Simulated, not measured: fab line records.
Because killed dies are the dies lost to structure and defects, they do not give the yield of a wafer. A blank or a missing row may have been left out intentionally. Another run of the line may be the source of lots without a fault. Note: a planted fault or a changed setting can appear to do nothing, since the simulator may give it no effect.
Split-lot study :: flow n5-finfet :: 39 wafers read from 7 lots, route of 1938 steps

## ON THE SPLIT
At N5_GATE_CUT_DESCUM_18 (chemistry O2, time 7 s), the setting time-s was moved away from the recipe's 7 s on 12 of the 39 wafers read, by -36.8% to +35.3%. All remaining wafers had this setting at the recipe value.

## FROM THE SPLIT ON TO THE READING: in between, the file shows 1 step
- N5_GATE_CUT_ETCH_28: etches underlayer in N2/H2, target depth 13 nm, time 10.4 s

## THE READING
CAR-EUV_of_GATE_CUT_COAT_07.thk-nm (the simulator's own value, which no gauge read), in nm, at N5_GATE_CUT_ETCH_36 (etches SiARC in CF4, target depth 13 nm, time 21.7 s). No usual value for it is given in the file. Average 7.0 nm, standard deviation 0.17 nm, over the 27 wafers here run with the recipe.

wafer: L074.1
tool, chamber at the split: rie-diel-03, 2
time-s as run, s: 7
against the recipe: recipe
CAR-EUV_of_GATE_CUT_COAT_07.thk-nm, nm: 7
against lot-mates on the recipe: -

wafer: L074.2
tool, chamber at the split: rie-diel-03, 1
time-s as run, s: 7
against the recipe: recipe
CAR-EUV_of_GATE_CUT_COAT_07.thk-nm, nm: 6.8
against lot-mates on the recipe: -

wafer: L074.4
tool, chamber at the split: rie-diel-03, 1
time-s as run, s: 7
against the recipe: recipe
CAR-EUV_of_GATE_CUT_COAT_07.thk-nm, nm: 6.8
against lot-mates on the recipe: -

wafer: L074.3
tool, chamber at the split: rie-diel-03, 0
time-s as run, s: 9.468
against the recipe: +35.3%
CAR-EUV_of_GATE_CUT_COAT_07.thk-nm, nm: 5.4
against lot-mates on the recipe: -1.5

wafer: L074.5
tool, chamber at the split: rie-diel-03, 2
time-s as run, s: 9.468
against the recipe: +35.3%
CAR-EUV_of_GATE_CUT_COAT_07.thk-nm, nm: 5.8
against lot-mates on the recipe: -1.1

wafer: L074.6
tool, chamber at the split: rie-diel-03, 0
time-s as run, s: 9.468
against the recipe: +35.3%
CAR-EUV_of_GATE_CUT_COAT_07.thk-nm, nm: 5.6
against lot-mates on the recipe: -1.3

wafer: L081.1
tool, chamber at the split: rie-diel-05, 2,1,2
time-s as run, s: 7
against the recipe: recipe
CAR-EUV_of_GATE_CUT_COAT_07.thk-nm, nm: 7.2
against lot-mates on the recipe: -

wafer: L081.5
tool, chamber at the split: rie-diel-05, 2,1,2
time-s as run, s: 7
against the recipe: recipe
CAR-EUV_of_GATE_CUT_COAT_07.thk-nm, nm: 7.2
against lot-mates on the recipe: -

wafer: L081.2
tool, chamber at the split: rie-diel-05, 0,3,3
time-s as run, s: 7
against the recipe: recipe
CAR-EUV_of_GATE_CUT_COAT_07.thk-nm, nm: 7
against lot-mates on the recipe: -

wafer: L081.3
tool, chamber at the split: rie-diel-05, 2,1,2
time-s as run, s: 7
against the recipe: recipe
CAR-EUV_of_GATE_CUT_COAT_07.thk-nm, nm: 7
against lot-mates on the recipe: -

wafer: L081.4
tool, chamber at the split: rie-diel-05, 0,3,3
time-s as run, s: 7
against the recipe: recipe
CAR-EUV_of_GATE_CUT_COAT_07.thk-nm, nm: 7
against lot-mates on the recipe: -

wafer: L081.6
tool, chamber at the split: rie-diel-05, 0,3,3
time-s as run, s: 7
against the recipe: recipe
CAR-EUV_of_GATE_CUT_COAT_07.thk-nm, nm: 7
against lot-mates on the recipe: -

wafer: L082.1
tool, chamber at the split: rie-diel-01, 1,2
time-s as run, s: 7
against the recipe: recipe
CAR-EUV_of_GATE_CUT_COAT_07.thk-nm, nm: 7
against lot-mates on the recipe: -

wafer: L082.3
tool, chamber at the split: rie-diel-01, 1,2
time-s as run, s: 7
against the recipe: recipe
CAR-EUV_of_GATE_CUT_COAT_07.thk-nm, nm: 7
against lot-mates on the recipe: -

wafer: L082.2
tool, chamber at the split: rie-diel-01, 0
time-s as run, s: 7
against the recipe: recipe
CAR-EUV_of_GATE_CUT_COAT_07.thk-nm, nm: 7.2
against lot-mates on the recipe: -

wafer: L082.4
tool, chamber at the split: rie-diel-01, 3,2,3
time-s as run, s: 4.424
against the recipe: -36.8%
CAR-EUV_of_GATE_CUT_COAT_07.thk-nm, nm: 8
against lot-mates on the recipe: +0.9

wafer: L082.6
tool, chamber at the split: rie-diel-01, 3,2,3
time-s as run, s: 4.424
against the recipe: -36.8%
CAR-EUV_of_GATE_CUT_COAT_07.thk-nm, nm: 8
against lot-mates on the recipe: +0.9

wafer: L082.5
tool, chamber at the split: rie-diel-01, 3,2,3
time-s as run, s: 4.424
against the recipe: -36.8%
CAR-EUV_of_GATE_CUT_COAT_07.thk-nm, nm: 8.2
against lot-mates on the recipe: +1.1

wafer: L083.1
tool, chamber at the split: rie-diel-01, 3
time-s as run, s: 7
against the recipe: recipe
CAR-EUV_of_GATE_CUT_COAT_07.thk-nm, nm: 7
against lot-mates on the recipe: -

wafer: L083.4
tool, chamber at the split: rie-diel-01, 0,2
time-s as run, s: 7
against the recipe: recipe
CAR-EUV_of_GATE_CUT_COAT_07.thk-nm, nm: 7
against lot-mates on the recipe: -

wafer: L083.2
tool, chamber at the split: rie-diel-01, 0,2
time-s as run, s: 7
against the recipe: recipe
CAR-EUV_of_GATE_CUT_COAT_07.thk-nm, nm: 7.2
against lot-mates on the recipe: -

wafer: L083.3
tool, chamber at the split: rie-diel-01, 1,3,2
time-s as run, s: 8.375
against the recipe: +19.6%
CAR-EUV_of_GATE_CUT_COAT_07.thk-nm, nm: 6.4
against lot-mates on the recipe: -0.7

wafer: L083.6
tool, chamber at the split: rie-diel-01, 1,3,2
time-s as run, s: 8.375
against the recipe: +19.6%
CAR-EUV_of_GATE_CUT_COAT_07.thk-nm, nm: 6.4
against lot-mates on the recipe: -0.7

wafer: L083.5
tool, chamber at the split: rie-diel-01, 1,3,2
time-s as run, s: 8.375
against the recipe: +19.6%
CAR-EUV_of_GATE_CUT_COAT_07.thk-nm, nm: 6.2
against lot-mates on the recipe: -0.9

wafer: L089.1
tool, chamber at the split: rie-diel-05, 3
time-s as run, s: 7
against the recipe: recipe
CAR-EUV_of_GATE_CUT_COAT_07.thk-nm, nm: 6.8
against lot-mates on the recipe: -

wafer: L089.2
tool, chamber at the split: rie-diel-05, 0
time-s as run, s: 7
against the recipe: recipe
CAR-EUV_of_GATE_CUT_COAT_07.thk-nm, nm: 6.8
against lot-mates on the recipe: -

wafer: L089.3
tool, chamber at the split: rie-diel-05, 2
time-s as run, s: 7
against the recipe: recipe
CAR-EUV_of_GATE_CUT_COAT_07.thk-nm, nm: 7.2
against lot-mates on the recipe: -

wafer: L091.1
tool, chamber at the split: rie-diel-03, 0,3,2,3
time-s as run, s: 7
against the recipe: recipe
CAR-EUV_of_GATE_CUT_COAT_07.thk-nm, nm: 6.8
against lot-mates on the recipe: -

wafer: L091.2
tool, chamber at the split: rie-diel-03, 0,3,2,3
time-s as run, s: 7
against the recipe: recipe
CAR-EUV_of_GATE_CUT_COAT_07.thk-nm, nm: 6.8
against lot-mates on the recipe: -

wafer: L091.6
tool, chamber at the split: rie-diel-03, 0,3,2,3
time-s as run, s: 7
against the recipe: recipe
CAR-EUV_of_GATE_CUT_COAT_07.thk-nm, nm: 6.8
against lot-mates on the recipe: -

wafer: L091.3
tool, chamber at the split: rie-diel-03, 1,2
time-s as run, s: 7
against the recipe: recipe
CAR-EUV_of_GATE_CUT_COAT_07.thk-nm, nm: 7
against lot-mates on the recipe: -

wafer: L091.5
tool, chamber at the split: rie-diel-03, 0,3,2,3
time-s as run, s: 7
against the recipe: recipe
CAR-EUV_of_GATE_CUT_COAT_07.thk-nm, nm: 7
against lot-mates on the recipe: -

wafer: L091.4
tool, chamber at the split: rie-diel-03, 1,2
time-s as run, s: 7
against the recipe: recipe
CAR-EUV_of_GATE_CUT_COAT_07.thk-nm, nm: 7.2
against lot-mates on the recipe: -

wafer: L095.1
tool, chamber at the split: rie-diel-01, 0,2
time-s as run, s: 9.336
against the recipe: +33.4%
CAR-EUV_of_GATE_CUT_COAT_07.thk-nm, nm: 5.8
against lot-mates on the recipe: -0.9

wafer: L095.5
tool, chamber at the split: rie-diel-01, 0,2
time-s as run, s: 9.336
against the recipe: +33.4%
CAR-EUV_of_GATE_CUT_COAT_07.thk-nm, nm: 5.8
against lot-mates on the recipe: -0.9

wafer: L095.2
tool, chamber at the split: rie-diel-01, 2,3,1
time-s as run, s: 7
against the recipe: recipe
CAR-EUV_of_GATE_CUT_COAT_07.thk-nm, nm: 6.8
against lot-mates on the recipe: -

wafer: L095.3
tool, chamber at the split: rie-diel-01, 2,3,1
time-s as run, s: 7
against the recipe: recipe
CAR-EUV_of_GATE_CUT_COAT_07.thk-nm, nm: 6.6
against lot-mates on the recipe: -

wafer: L095.4
tool, chamber at the split: rie-diel-01, 2,3,1
time-s as run, s: 7
against the recipe: recipe
CAR-EUV_of_GATE_CUT_COAT_07.thk-nm, nm: 6.6
against lot-mates on the recipe: -

wafer: L095.6
tool, chamber at the split: rie-diel-01, 3
time-s as run, s: 9.336
against the recipe: +33.4%
CAR-EUV_of_GATE_CUT_COAT_07.thk-nm, nm: 5.4
against lot-mates on the recipe: -1.3
Where a row lists several chambers, the file gives one row for several wafers and doesn't say which wafer went through which chamber.

FIT RESULTS
A straight line over all 39 wafers: CAR-EUV_of_GATE_CUT_COAT_07.thk-nm changes by -0.0348 nm for each +1% of time-s; r = -0.96; the points scatter about the line by 0.18 nm.
The same after taking each lot's own level away (the mean of its wafers on the recipe; 39 wafers): -0.0312 nm for each +1%; r = -0.97; scatter 0.15 nm.
That fit puts the effect of the largest move of time-s on the reading at 1.1 nm.
Measured against the standard deviation above, the lots' own levels, which go from 6.67 to 7.07 nm, span 2.3 times it.
Hence the slope depends on the lot-to-lot level, as the two fits are not the same.
Check: for one of the wafers moved furthest among these (-36.8%), held out of the fit, the line's prediction against its lot-mates is +1.15 nm. Against them it came out at +0.933 nm.

## ADDITIONAL SPLITS CARRIED BY THESE WAFERS
Other splits were also applied to these wafers ahead of the reading. Each is held against what the fit with the lots' levels taken away leaves over:
other split on the same wafers: N5_PMOS_HMC_CHANNEL_EPI_HM_DEP_34 time-s
wafers away from the commonest value: 12
r with CAR-EUV_of_GATE_CUT_COAT_07.thk-nm (lot level and that fit taken away): +0.19

## THE WHOLE CHAIN: every reading that the file lists as answering this split, in the file's order
step: N5_GATE_CUT_DESCUM_18
what it does: chemistry O2, time 7 s
reading: CAR-EUV_of_GATE_CUT_COAT_07.thk-nm (the simulator's own value, which no gauge read)
change (the file's fit): -0.0342 nm for each +1% of the setting
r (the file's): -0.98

step: N5_GATE_CUT_ETCH_36
what it does: etches SiARC in CF4, target depth 13 nm, time 21.7 s
reading: CAR-EUV_of_GATE_CUT_COAT_07.thk-nm (the simulator's own value, which no gauge read)
change (the file's fit): -0.0315 nm for each +1% of the setting
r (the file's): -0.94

## THE FILE'S OWN FIT
CAR-EUV_of_GATE_CUT_COAT_07.thk-nm changes by -0.0315 nm for each +1% of time-s, r = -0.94.
